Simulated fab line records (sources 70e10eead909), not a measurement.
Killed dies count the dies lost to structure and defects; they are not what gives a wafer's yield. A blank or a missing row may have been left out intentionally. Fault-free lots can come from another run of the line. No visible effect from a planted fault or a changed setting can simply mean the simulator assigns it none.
A struck lot beside a sound one :: flow nand-harc :: 18 steps out of a route of 1302
Sound: wafers L742.1, L742.3, L742.5. Wafers struck: L756.2, L756.3, L756.6. Last of all comes the cause.
Each step with rows lists, per side, the tool, then ch with its chambers, then its first start. Under that, the readings that differ: sound wafers :: struck wafers :: difference of the means :: sigmas: that difference in standard deviations of wafers without a fault.
alike: readings with means less than 2 such deviations apart, plus words and numbers identical on both sides. not compared: withheld readings, readings lacking a value on some wafer, bounds such as >300 that could conceal the same value, and numbers that have no deviation in the record and whose values overlap.
Wherever a step has rows on one side only, a row that says differs or no value, or a row with sigmas, the two part there. Numbers that don't overlap but have no deviation are shown without sigmas and don't part them. A reading missing from all wafers of one side parts the sides only when that side holds two or more wafers.

first, 1 step without rows for these wafers: NHARC_P_ZERO_WELL_HARDBAKE_12 (time 65 s).
NHARC_P_ZERO_WELL_DESCUM_13: chemistry O2, time 3 s.
  sound on rie-diel-07 ch 1,2,3, day 4 19:29; struck on rie-diel-10 ch 2,3, day 10 15:25
reading: oes-product-au (a.u.)
sound: 1.001 0.989 0.987
struck: 1.013 1.027 1.026
difference: +0.030
sigmas: +3
  alike: drypump-motor-current-A, o2-flow-sccm, rf-vpp-V, showerhead-plenum-p-Torr, throttle-valve-pct
  not compared: rf-hours-counter-h
NHARC_P_ZERO_WELL_ETCH_65: etches the open film in N2/H2, target depth 80 nm, overetch 24 nm, time 87.88 s.
  sound on rie-diel-07 ch 0,1, day 4 19:35; struck on rie-diel-10 ch 0,1,3, day 10 15:30
  alike: drypump-motor-current-A, n2-flow-sccm, oes-product-au, rf-vpp-V, showerhead-plenum-p-Torr, throttle-valve-pct
  not compared: rf-hours-counter-h
NHARC_P_ZERO_WELL_ETCH_62: etches the open film in CHF3/Ar, target depth 13 nm, time 6.5 s.
  sound: rie-diel-07 ch 0,1,2; struck: rie-diel-10 ch 0,1
  alike: drypump-motor-current-A, oes-product-au, rf-vpp-V, showerhead-plenum-p-Torr, throttle-valve-pct
  not compared: rf-hours-counter-h
NHARC_P_ZERO_WELL_ETCH_63: etches the open film in HBr/Cl2, target depth 120 nm, time 40.1 s.
  sound on rie-si-02 ch 0,1,2, day 4 19:45; struck on rie-si-03 ch 0,1,2, day 10 15:43
  alike: drypump-motor-current-A, oes-product-au, throttle-valve-pct
  not compared: rf-hours-counter-h
then, 7 steps without rows for these wafers: NHARC_P_ZERO_WELL_STRIP_15 (strips in SPM, time 900 s); NHARC_P_ZERO_WELL_DEHYDRATE_16 (time 120 s); NHARC_P_ZERO_WELL_HMDS_17 (time 30 s); NHARC_P_ZERO_WELL_COAT_18; NHARC_P_ZERO_WELL_SOFTBAKE_19 (time 95 s); NHARC_P_ZERO_WELL_EBR_20; NHARC_P_ZERO_WELL_EXPOSE_21 (exposes mask P NWELL, target cd 720 nm).
NHARC_P_ZERO_WELL_PEB_22: peb time 85 s.
  sound on litho-track-07 ch 0, day 4 20:37; struck on litho-track-07 ch 0, day 10 16:25
reading: heater-power-total-W (W)
sound: 163.98 163.65 164.32
struck: 156.26 155.70 155.72
difference: -8.09
sigmas: -29

reading: plate-temp-C (C)
sound: 118.03 118.02 117.94
struck: 113.57 113.61 113.87
difference: -4.31
sigmas: -33
  alike: resist-line-temp-C
then, 1 step without rows for these wafers: NHARC_P_ZERO_WELL_DEVELOP_23 (time 70 s).
NHARC_P_ZERO_WELL_CD_MEAS_24: target cd 720 nm.
  sound on cd-sem-03 ch 0, day 4 20:42; struck on cd-sem-01 ch 0, day 10 16:31
reading: cd-nm (nm)
sound: 717.4 717.4 717.4
struck: 710.3 711.8 709.4
difference: -6.9
sigmas: -3
then, 1 step without rows for these wafers: NHARC_P_ZERO_WELL_HARDBAKE_25 (time 80 s).
NHARC_P_ZERO_WELL_DESCUM_26: chemistry O2, time 3 s.
  sound on rie-diel-07 ch 1,2,3, day 4 20:53; struck on rie-diel-10 ch 0,1,2, day 10 16:41
reading: rf-vpp-V (V)
sound: 57.5 55.8 57.0
struck: 60.1 58.3 58.2
difference: +2.1
sigmas: +2

reading: model.P_ZERO_WELL.cd-nm (nm)
sound: 716.9 717.9 717.5
struck: 710.6 712 709.8
difference: -6.6
sigmas: 
  alike: drypump-motor-current-A, o2-flow-sccm, oes-product-au, showerhead-plenum-p-Torr, throttle-valve-pct
  not compared: rf-hours-counter-h
after that, 1 step had no rows for these wafers: NHARC_P_ZERO_WELL_IMPLANT_27.

== WHERE THEY PART ==
Earliest at NHARC_P_ZERO_WELL_DESCUM_13; latest, in this record, at NHARC_P_ZERO_WELL_DESCUM_26.

WHY: what had been put in by the simulator
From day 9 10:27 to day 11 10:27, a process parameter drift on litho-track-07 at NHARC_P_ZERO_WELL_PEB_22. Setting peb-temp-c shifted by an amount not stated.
